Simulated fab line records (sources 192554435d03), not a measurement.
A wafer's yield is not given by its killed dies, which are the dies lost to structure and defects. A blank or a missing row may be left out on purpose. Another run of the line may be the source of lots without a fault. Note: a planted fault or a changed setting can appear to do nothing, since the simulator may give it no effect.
8D (eight disciplines) problem report, filled in by code || flow n5Finfet || the parts of the form that need people (team, actions taken, sign-off) are left out

== 1. THE ISSUE ==
Wafers without a fault read 1499.9 rpm, standard deviation 0.99; spinSpeedRpm at N5_BEOL_M9_COAT_22 reads a mean of 1569.2 rpm on 6 wafers belonging to 2 lots. That is +70 standard deviations from the usual mean.
The step: resist thk 30 nm.
First observed at day 14 10:23: wafer L847.1, on lithoTrack-02. The record has a number at this step for 18 wafers belonging to 6 lots. The rule behind "out" and "out of limits": a value lying over 4 standard deviations away from the usual mean. The rest of the wafers with a number are treated as sound.

== 2. WHAT IT IS; WHAT IT IS NOT ==
{"question": "which readings at this step", "is": "spinSpeedRpm", "is not": "chillPlateTempC"}
{"question": "which lots", "is": "L847, L851", "is not": "L839, L844, L857, L859"}
{"question": "which wafers of those lots", "is": "all that have a number", "is not": "-"}
{"question": "read on which tools", "is": "lithoTrack-02", "is not": "lithoTrack-03, lithoTrack-05"}
{"question": "when", "is": "from day 14 10:23", "is not": "up to then (3 sound wafers); but 9 sound wafers of L844, L857, L859 came after"}

== 3. WHAT RULES OUT EACH SUSPECT ==
Counting: a tool at a process step up to the reading stays a suspect if it ran every lot that is out and no sound lot after the first of them.
- lithoTrack-02 at N5_BEOL_M9_COAT_22 (resist thk 30 nm): kept. It ran every lot that is out, first L847 (day 14 10:23), and no sound lot after that; its last sound lot up to then is L839 (day 11 07:52). Its own spinSpeedRpm readings are out on those wafers.
The count leaves lithoTrack-02 at N5_BEOL_M9_COAT_22.

== 4. THE CAUSE (what the simulator had put in) ==
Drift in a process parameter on lithoTrack-02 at N5_BEOL_M9_COAT_22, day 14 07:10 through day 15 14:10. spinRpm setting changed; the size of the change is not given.
Only this tool survived the counting.

== 5. THE EFFECT CHAIN, in route order ==
Each row: a reading whose mean over the struck wafers that have a number lies more than 3 standard deviations from the usual. Readings are gone through only where the record gives a usual standard deviation; hours: the median, over the lots, of the time from a lot's start at the first step in this table giving one to that lot's start at this step; sigmas: the change measured in usual standard deviations.
{"hours": 0, "step": "N5_BEOL_M9_COAT_22", "reading": "spinSpeedRpm", "usual": "1499.9 rpm", "on struck wafers": 1569.2, "change": "+69.3", "sigmas": "+70"}
Its process steps:
- N5_BEOL_M9_COAT_22: resist thk 30 nm.
Later measuring or inspecting steps at which every struck wafer that the step has a row for has a number for every such reading, and none has moved that far: N5_BEOL_M9_CD_MEAS_28, N5_BEOL_M9_OVL_MEAS_29, N5_BEOL_M9_INSPECT_30.

== 6. HOW IT WOULD HAVE BEEN CAUGHT EARLIER ==
In this record the first reading out of limits was taken at day 14 10:23, 3 hours after the fault began at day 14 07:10.
